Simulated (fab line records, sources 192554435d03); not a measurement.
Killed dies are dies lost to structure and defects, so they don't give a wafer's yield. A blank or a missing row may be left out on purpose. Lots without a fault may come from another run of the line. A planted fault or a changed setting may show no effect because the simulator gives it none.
Chamber matching | flow n5_finfet | N5_BEOL_M6_STRIP_36 on rie_diel-06: 4 sister chambers
The step strips in N2/H2. 4 wafers are shown with their chamber, then 9 later ones without.

WAFERS WITH THEIR CHAMBER
wafer  | chamber | throttle_valve_pct (%)
L082.1 | 3       | 24.3
L082.5 | 2       | 24.1
L083.5 | 1       | 23.3
L083.6 | 0       | 23.5

WAFERS WITHOUT THEIR CHAMBER
wafer  | throttle_valve_pct (%)
L085.2 | 23.6
L085.5 | 24.1
L085.6 | 23.3
L092.4 | 23.3
L092.5 | 24.3
L092.6 | 24.1
L095.1 | 23.3
L095.2 | 24.1
L095.3 | 24.3

WHICH CHAMBER EACH WENT THROUGH
wafer  | from the rows above | in truth
L085.2 | 0                   | 0
L085.5 | 2                   | 2
L085.6 | 1                   | 1
L092.4 | 1                   | 1
L092.5 | 3                   | 3
L092.6 | 2                   | 2
L095.1 | 1                   | 1
L095.2 | 2                   | 2
L095.3 | 3                   | 3
Placed correctly: 9 of 9. Can't be placed from these rows: 0. Placed wrongly: 0.
How it was worked out, from the rows above alone: a wafer's distance from a chamber is the root of the sum, over the readings, of the square of ((its reading less the chamber's mean) divided by the reading's scatter). The wafer belongs to the nearest chamber; if the next one is less than 2 further off, it can't be placed. A chamber's mean is the mean of its shown wafers. The scatter: with one shown wafer a chamber, the root of the mean of the squares of how far each hidden wafer lies from its nearest shown one.
